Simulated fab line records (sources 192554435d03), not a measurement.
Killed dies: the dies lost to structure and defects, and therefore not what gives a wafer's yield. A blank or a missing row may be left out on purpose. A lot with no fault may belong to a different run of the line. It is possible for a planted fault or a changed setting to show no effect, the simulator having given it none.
Split-lot study | flow n5 finfet | on a route of 1938 steps: 7 lots, 21 wafers read

== THE SPLIT ITSELF ==
At N5_BEOL_M1_COAT_61 (time 60 s, resist thk 60 nm), the setting spin rpm was moved away from the recipe's 1500 rpm on 4 of the 21 wafers read, by -8.5% to +10.7%. The other wafers ran this setting at the recipe's value.

== FROM THE SPLIT TO THE READING: what the file shows between them, 5 steps ==
- N5_BEOL_M1_COAT_73: time 60 s, resist thk 5 nm (also split here: temp c)
- N5_BEOL_M1_COAT_05: resist thk 30 nm
- N5_BEOL_M1_EBR_07
- N5_BEOL_M1_ETCH_74: etches underlayer in N2/H2, target depth 6.5 nm, time 5.2 s
- N5_BEOL_M1_ETCH_63: etches SiARC in CF4, target depth 15.6 nm, time 26 s

== THE READING ==
etch.depth nm (the simulator's own value, which no gauge read), in nm, at N5_BEOL_M1_ETCH_64 (etches SOC in N2/H2, target depth 75 nm, overetch 15 nm, time 112.5 s). No usual value for it is given in the file. Here, 17 wafers ran the recipe; their average is 60.16 nm with a standard deviation of 0.14 nm.

wafer  | tool, chamber at the split | spin rpm as run, rpm | against the recipe | etch.depth nm, nm | against lot-mates on the recipe
L075.1 | litho track-01, 0          | 1500                 | recipe             | 60.36             | -
L075.4 | litho track-01, 0          | 1500                 | recipe             | 60.11             | -
L075.5 | litho track-01, 0          | 1500                 | recipe             | 60.23             | -
L076.1 | litho track-01, 0          | 1500                 | recipe             | 60                | -
L076.4 | litho track-01, 0          | 1500                 | recipe             | 60.15             | -
L076.5 | litho track-01, 0          | 1500                 | recipe             | 60.37             | -
L084.1 | litho track-04, 0          | 1500                 | recipe             | 60.13             | -
L084.4 | litho track-04, 0          | 1373                 | -8.5%              | 62.79             | +2.67
L084.5 | litho track-04, 0          | 1500                 | recipe             | 60.11             | -
L091.3 | litho track-03, 0          | 1500                 | recipe             | 60.04             | -
L091.4 | litho track-03, 0          | 1500                 | recipe             | 60.02             | -
L091.5 | litho track-03, 0          | 1500                 | recipe             | 59.88             | -
L095.1 | litho track-01, 0          | 1500                 | recipe             | 60.23             | -
L095.2 | litho track-01, 0          | 1500                 | recipe             | 60.33             | -
L095.5 | litho track-01, 0          | 1500                 | recipe             | 60.29             | -
L094.1 | litho track-01, 0          | 1443                 | -3.8%              | 61.54             | +1.33
L094.4 | litho track-01, 0          | 1443                 | -3.8%              | 61.39             | +1.18
L094.6 | litho track-01, 0          | 1500                 | recipe             | 60.21             | -
L097.1 | litho track-03, 0          | 1500                 | recipe             | 60.04             | -
L097.2 | litho track-03, 0          | 1661                 | +10.7%             | 57.08             | -3.09
L097.3 | litho track-03, 0          | 1500                 | recipe             | 60.29             | -

THE FIT
A straight line over all 21 wafers: etch.depth nm changes by -0.302 nm for each +1% of spin rpm; r = -0.99; the points scatter about the line by 0.14 nm.
The same after taking each lot's own level away (the mean of its wafers on the recipe; 21 wafers): -0.302 nm for each +1%; r = -0.99; scatter 0.11 nm.
The reading moves by 3.2 nm for the largest change in spin rpm, on that fit.
Across the lots, their own levels run from 59.980 to 60.283 nm, a range of 2.2 times the standard deviation given above.
Hence the lot-to-lot level has little effect on the slope; both slopes agree.
Check: for one of the wafers moved furthest among these (+10.7%), held out of the fit, the line's prediction against its lot-mates is -3.42 nm. It came out at -3.09 nm against them.

== OTHER SPLITS APPLIED TO THESE WAFERS ==
Note: prior to the reading, these wafers also went through further splits. Each is held against what the fit with the lots' levels taken away leaves over:
other split on the same wafers         | wafers away from the commonest value | r with etch.depth nm (lot level and that fit taken away)
N5_MOL_CONTACT_COAG_COAT_103 spin rpm  | 14                                   | -0.07
N5_MOL_CONTACT_COAG_ALD_131 ald cycles | 5                                    | +0.37
N5_BEOL_M0_ETCH_138 bias w             | 12                                   | +0.13
N5_BEOL_M0_ETCH_128 source w           | 3                                    | +0.26
N5_BEOL_M1_COAT_73 temp c              | 7                                    | -0.05

== THE WHOLE CHAIN: every reading that the file lists as answering this split, in the file's order ==
step               | what it does                                                          | reading                                                                        | change (the file's fit)               | r (the file's)
N5_BEOL_M1_COAT_61 | time 60 s, resist thk 60 nm                                           | SOC_of_BEOL_M1_COAT_61.thk nm (the simulator's own value, which no gauge read) | -0.299 nm for each +1% of the setting | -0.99
N5_BEOL_M1_ETCH_64 | etches SOC in N2/H2, target depth 75 nm, overetch 15 nm, time 112.5 s | etch.depth nm (the simulator's own value, which no gauge read)                 | -0.301 nm for each +1% of the setting | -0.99

== THE FILE'S OWN FIT ==
etch.depth nm changes by -0.301 nm for each +1% of spin rpm, r = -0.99.
